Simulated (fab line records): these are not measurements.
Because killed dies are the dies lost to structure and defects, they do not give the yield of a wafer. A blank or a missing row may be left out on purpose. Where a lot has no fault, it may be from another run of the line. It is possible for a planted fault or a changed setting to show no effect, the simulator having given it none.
fab line records    flow n5-finfet
record lots=7  wafers=18  last-day=16
route steps=1938 shown BEOL_M9@1426
lots untouched by any fault: they come from a run of this same line in which no faults occurred
start-h: hours from the record's first day to the start of the lot's first wafer shown    wait-h: time in hours since the lot's previous step    " identical to the entry in the row above    L1.1+2: several wafers, shown together as one row    - either no value or no given start    * or withheld: withheld    < > ~ a bound
route shown NAME@n: NAME is a module with steps in the file, n the number in the route of the first one    usual: mean/standard deviation taken from wafers without a fault    same: alike in all rows    chamber/n: place in a boat    sites: each site's reading    _std_site: the values' standard deviation    _edge_site: mean of outer sites minus mean of inner sites    radius-mm: how far each site lies from the wafer's centre    mask NAME#n: copy n    behind: the last tool/chamber to shape the wafer    hold: reason for holding the lot/hours on hold/outcome of the hold    device: the n, p or np transistor that did not switch    end of line: the same wafers' tests at the end of the route    for a step that has no rows: nothing shown but its recipe    killed: dies lost to structure and defects at the first sort, not the wafer's yield    map: shows each die of a wafer: x if killed, . if not, _ if none is there
set.NAME: setting as actually run; set.NAME@STEP: the setting as run at that earlier step    model.NAME: the simulator's own value behind a step, which no gauge read
lots at selected steps of the route; one table per step, one row per wafer
services: when a tool's chamber went out of use (start-h, in hours from the record's first day, below 0 if earlier), for how many hours, and the reason
## steps
# step N5_BEOL_M9_COAT_64
# recipe resist=SiARC  temp-c=220  time-s=60  spin-rpm=1500  resist-thk-nm=12
# step N5_BEOL_M9_COAT_75
# recipe resist=underlayer  temp-c=205  time-s=60  spin-rpm=1500  resist-thk-nm=5
# step N5_BEOL_M9_COAT_22
# recipe resist=CAR-EUV  spin-rpm=1500  resist-thk-nm=30
# step N5_BEOL_M9_EBR_24
# recipe solvent=PGMEA  ebr-width-mm=1.5
# step N5_BEOL_M9_SOFTBAKE_23
# recipe temp-c=110  time-s=60  resist=CAR-EUV
# step N5_BEOL_M9_EXPOSE_25
# recipe mask-id=V8  na=0.33  source-shape=annular  sigma-inner=0.4  sigma-outer=0.8  polarization=unpolarized  dose-mj=37.25
# step N5_BEOL_M9_PEB_26
# recipe peb-temp-c=100  peb-time-s=60  resist=CAR-EUV
# step N5_BEOL_M9_DEVELOP_27
# recipe develop-time-s=30  developer=TMAH  resist=CAR-EUV  rinse-liquid=surfactant-rinse  dry=air-spin  dev-temp-c=23
# step N5_BEOL_M9_CD_MEAS_28
# recipe target-cd-nm=70  landing-energy-ev=500  detector=se-inlens  polarity=opening
# usual cd-nm=70.02/0.26
lot.wafer  tool       chamber  start-h  wait-h  cd-nm
L380.1     cd-sem-02  0        226.06   -       69.57
L380.2     "          0        "        "       69.95
L380.6     "          0        "        "       70.02
L384.1     cd-sem-02  0        247.17   -       69.96
L384.3     "          0        "        "       70.35
L384.5     "          0        "        "       69.70
L387.3     cd-sem-01  0        268.57   -       70.26
L387.5     "          0        "        "       69.41
L390.5     cd-sem-01  0        278.33   -       69.77
L390.6     "          0        "        "       69.91
L392.5     cd-sem-02  0        304.38   -       70.33
L392.6     "          0        "        "       70.01
L394.1     cd-sem-01  0        307.92   -       70.38
L394.2     "          0        "        "       69.59
L394.5     "          0        "        "       69.96
L397.1     cd-sem-02  0        331.26   -       70.46
L397.2     "          0        "        "       70.16
L397.3     "          0        "        "       69.80
# step N5_BEOL_M9_OVL_MEAS_29
# recipe points-per-wafer=522
# usual V8_OVL=0.3/0.72
lot.wafer  tool        chamber  start-h  wait-h  V8_OVL[nm]
L380.1     overlay-02  0        226.09   0.0     0.3
L380.2     "           0        "        "       1.1
L380.6     "           0        "        "       -0.9
L384.1     overlay-01  0        247.21   0.0     -0.4
L384.3     "           0        "        "       0.3
L384.5     "           0        "        "       0.8
L387.3     overlay-01  0        268.61   0.0     1.8
L387.5     "           0        "        "       0.7
L390.5     overlay-02  0        278.38   0.0     -0.2
L390.6     "           0        "        "       -0.1
L392.5     overlay-02  0        304.43   0.0     0.8
L392.6     "           0        "        "       1.7
L394.1     overlay-01  0        307.95   0.0     1.5
L394.2     "           0        "        "       0.4
L394.5     "           0        "        "       0.6
L397.1     overlay-01  0        331.29   0.0     -1.5
L397.2     "           0        "        "       -0.9
L397.3     "           0        "        "       0.0
# step N5_BEOL_M9_INSPECT_30
# recipe mode=adi  inspect-instrument=brightfield
# usual raw-defect-count=417/93
lot.wafer  tool               chamber  start-h  wait-h  raw-defect-count
L380.1     defect-inspect-01  -        226.14   0.1     346
L380.2     "                  -        "        "       397
L380.6     "                  -        "        "       411
L384.1     defect-inspect-01  -        247.26   0.1     399
L384.3     "                  -        "        "       529
L384.5     "                  -        "        "       540
L387.3     defect-inspect-01  -        268.66   0.0     613
L387.5     "                  -        "        "       396
L390.5     defect-inspect-02  -        278.42   0.0     373
L390.6     "                  -        "        "       452
L392.5     defect-inspect-02  -        304.47   0.0     410
L392.6     "                  -        "        "       465
L394.1     defect-inspect-02  -        308.01   0.1     318
L394.2     "                  -        "        "       262
L394.5     "                  -        "        "       258
L397.1     defect-inspect-02  -        331.35   0.1     519
L397.2     "                  -        "        "       430
L397.3     "                  -        "        "       370
# step N5_BEOL_M9_DESCUM_33
# recipe chemistry=O2  time-s=7  source-power-w=50  bias-power-w=20  pressure-mtorr=20  rf-frequency-hz=2.712e+07  temp-c=40  resist=CAR-EUV  o2-flow-sccm=225
# usual drypump-motor-current-A=5.9/0.38  oes-product-au=0.77/0.096  rf-vpp-V=243.0/1.5  showerhead-plenum-p-Torr=2.08/0.088  throttle-valve-pct=20.51/0.26
lot.wafer  tool         chamber  start-h  wait-h  drypump-motor-current-A  oes-product-au  rf-hours-counter-h  rf-vpp-V  showerhead-plenum-p-Torr  throttle-valve-pct
L380.1     rie-diel-01  3        226.40   0.3     5.6                      0.70            205                 243.3     2.17                      20.73
L380.2     "            2        "        "       5.2                      0.88            27                  241.7     2.05                      20.38
L380.6     "            2        "        "       5.2                      0.88            -                   241.9     2.05                      20.36
L384.1     rie-diel-01  2        247.30   0.0     5.2                      0.87            32                  242.7     2.05                      20.39
L384.3     "            0        "        "       6.2                      0.71            230                 242.0     1.98                      20.61
L384.5     "            3        "        "       5.6                      0.69            -                   244.0     2.17                      20.74
L387.3     rie-diel-01  3        268.69   0.0     5.6                      0.70            217                 243.9     2.17                      20.76
L387.5     "            0        "        "       6.2                      0.70            -                   240.1     1.98                      20.62
L390.5     rie-diel-01  3        278.46   0.0     5.6                      0.70            -                   243.9     2.17                      20.76
L390.6     "            0        "        "       6.2                      0.70            -                   241.6     1.98                      20.61
L392.5     rie-diel-01  2        305.05   0.6     5.2                      0.85            -                   244.4     2.05                      20.40
L392.6     "            0        "        "       6.2                      0.69            -                   241.5     1.97                      20.63
L394.1     rie-diel-05  2        308.11   0.1     6.2                      0.93            13                  243.7     2.24                      19.95
L394.2     "            0        "        "       6.4                      0.86            35                  244.9     2.21                      20.63
L394.5     "            1        "        "       6.0                      0.70            -                   244.0     2.06                      20.25
L397.1     rie-diel-06  1        331.38   0.0     5.2                      0.90            16                  243.0     2.05                      19.93
L397.2     "            0        "        "       5.7                      0.71            205                 242.7     2.06                      20.52
L397.3     "            2        "        "       5.7                      0.76            178                 241.8     1.91                      20.59
# step N5_BEOL_M9_ETCH_76
# recipe chemistry=N2/H2  target=underlayer  target-depth-a=65  mask-material=CAR-EUV  time-s=5.2  ion-energy-ev=200  pressure-mtorr=30  source-w=840  bias-w=150  n2-flow-sccm=200  h2-flow-sccm=200  ends=cleared
# usual drypump-motor-current-A=5.9/0.38  etch-rf-on-time-s=5.14/0.15  oes-product-au=0.66/0.087  rf-vpp-V=524/3.1  showerhead-plenum-p-Torr=2.53/0.11  throttle-valve-pct=17.9/0.31
lot.wafer  tool         chamber  start-h  wait-h  drypump-motor-current-A  etch-rf-on-time-s  oes-product-au  rf-hours-counter-h  rf-vpp-V  showerhead-plenum-p-Torr  throttle-valve-pct
L380.1     rie-diel-01  3        226.43   0.0     5.6                      5.16               0.60            205                 527       2.62                      18.0
L380.2     "            2        "        "       5.2                      4.99               0.78            27                  521       2.48                      17.7
L380.6     "            2        "        "       5.2                      4.96               0.79            -                   520       2.48                      17.7
L384.1     rie-diel-01  2        247.33   0.0     5.3                      4.93               0.77            32                  523       2.48                      17.7
L384.3     "            0        "        "       6.2                      5.16               0.61            230                 522       2.40                      18.1
L384.5     "            3        "        "       5.6                      5.10               0.61            -                   528       2.61                      18.1
L387.3     rie-diel-01  3        268.73   0.0     5.6                      6.27               0.54            217                 527       2.61                      18.1
L387.5     "            0        "        "       6.2                      6.44               0.53            -                   520       2.40                      18.1
L390.5     rie-diel-01  3        278.49   0.0     5.6                      6.22               0.53            -                   525       2.61                      18.1
L390.6     "            0        "        "       6.2                      5.23               0.59            -                   521       2.40                      18.1
L392.5     rie-diel-01  2        305.08   0.0     5.2                      6.20               0.66            -                   522       2.47                      17.7
L392.6     "            0        "        "       6.2                      5.32               0.58            -                   522       2.39                      18.1
L394.1     rie-diel-05  2        308.15   0.0     6.2                      4.93               0.80            13                  528       2.70                      17.2
L394.2     "            0        "        "       6.4                      5.02               0.76            35                  527       2.71                      18.1
L394.5     "            1        "        "       6.0                      5.11               0.61            -                   522       2.51                      17.7
L397.1     rie-diel-06  1        331.42   0.0     5.2                      5.08               0.78            16                  522       2.49                      17.3
L397.2     "            0        "        "       5.7                      5.33               0.60            205                 521       2.53                      18.2
L397.3     "            2        "        "       5.7                      5.03               0.65            178                 518       2.33                      18.1
# step N5_BEOL_M9_ETCH_65
# recipe chemistry=CF4  target=SiARC  target-depth-a=156  mask-material=CAR-EUV  time-s=26  ion-energy-ev=80  pressure-mtorr=40  source-w=545  bias-w=36  Ar_flow_sccm=100  cf4-flow-sccm=100  ends=cleared
# usual drypump-motor-current-A=5.9/0.38  etch-rf-on-time-s=25.7/0.8  oes-product-au=0.66/0.087  rf-vpp-V=184.0/1.3  showerhead-plenum-p-Torr=2.13/0.085  throttle-valve-pct=15.69/0.26
lot.wafer  tool         chamber  start-h  wait-h  drypump-motor-current-A  etch-rf-on-time-s  oes-product-au  rf-hours-counter-h  rf-vpp-V  showerhead-plenum-p-Torr  throttle-valve-pct
L380.1     rie-diel-01  3        226.45   0.0     5.6                      25.6               0.60            205                 183.7     2.21                      15.88
L380.2     "            2        "        "       5.2                      25.5               0.77            27                  183.2     2.09                      15.34
L380.6     "            2        "        "       5.2                      25.2               0.77            -                   184.3     2.09                      15.37
L384.1     rie-diel-01  2        247.35   0.0     5.2                      25.0               0.76            32                  183.9     2.08                      15.38
L384.3     "            0        "        "       6.2                      26.4               0.59            230                 183.6     2.03                      15.74
L384.5     "            3        "        "       5.6                      25.3               0.61            -                   183.7     2.21                      15.89
L387.3     rie-diel-01  3        268.75   0.0     5.6                      25.0               0.61            217                 183.3     2.21                      15.90
L387.5     "            0        "        "       6.2                      26.0               0.59            -                   182.5     2.03                      15.75
L390.5     rie-diel-01  3        278.51   0.0     5.6                      25.4               0.60            -                   185.5     2.21                      15.90
L390.6     "            0        "        "       6.2                      25.9               0.59            -                   181.2     2.03                      15.77
L392.5     rie-diel-01  2        305.10   0.0     5.3                      25.0               0.74            -                   183.3     2.08                      15.40
L392.6     "            0        "        "       6.2                      26.4               0.58            -                   181.3     2.02                      15.80
L394.1     rie-diel-05  2        308.16   0.0     6.2                      25.2               0.80            13                  186.1     2.28                      15.11
L394.2     "            0        "        "       6.5                      25.7               0.75            35                  186.6     2.27                      15.76
L394.5     "            1        "        "       6.0                      25.5               0.61            -                   183.0     2.13                      15.59
L397.1     rie-diel-06  1        331.44   0.0     5.2                      25.2               0.78            16                  185.0     2.11                      15.15
L397.2     "            0        "        "       5.6                      26.5               0.61            205                 183.7     2.12                      15.83
L397.3     "            2        "        "       5.6                      25.2               0.66            178                 181.7     1.97                      15.83
## services
tool         chamber  start-h  hours  kind
rie-diel-05  1        244.64   5.5    repair
rie-diel-01  0        249.43   3.8    repair
rie-diel-05  2        250.16   -      clean
rie-diel-05  2        250.16   -      consumable-replace:focus-ring
rie-diel-05  2        250.16   -      consumable-replace:showerhead
rie-diel-05  2        250.16   21.8   scheduled-down
rie-diel-05  2        250.16   21.8   vent-cycle
rie-diel-06  1        259.30   -      clean
rie-diel-06  1        259.30   -      consumable-replace:focus-ring
rie-diel-06  1        259.30   16.3   scheduled-down
rie-diel-06  1        259.30   16.3   vent-cycle
rie-diel-01  2        265.90   16.8   repair
rie-diel-05  3        298.74   -      clean
rie-diel-05  3        298.74   -      consumable-replace:focus-ring
rie-diel-05  3        298.74   22.1   scheduled-down
rie-diel-01  1        303.50   -      clean
rie-diel-01  1        303.50   -      consumable-replace:focus-ring
rie-diel-01  1        303.50   23.9   scheduled-down
rie-diel-01  1        303.50   23.9   vent-cycle
rie-diel-01  0        327.72   -      clean
rie-diel-01  0        327.72   -      consumable-replace:focus-ring
rie-diel-01  0        327.72   -      consumable-replace:showerhead
rie-diel-01  0        327.72   23.3   scheduled-down
rie-diel-01  0        327.72   23.3   vent-cycle
## key
first-sign step=N5_BEOL_M9_ETCH_76  reading=etch-rf-on-time-s  direction=up  sigmas=7.5  usual=*  struck=*
effect none on later readings
met-at N5_BEOL_M9_ETCH_76
struck-wafers L387.3,L387.5,L390.5,L392.5
onset-between 247.33 268.73
fault kind=process-parameter-drift  tool=rie-diel-01  chamber=-  onset-h=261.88  steps=N5_BEOL_M9_ETCH_76  channel=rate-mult  offset=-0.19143  shape=step  end-h=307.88  scope=struck-wafers-only
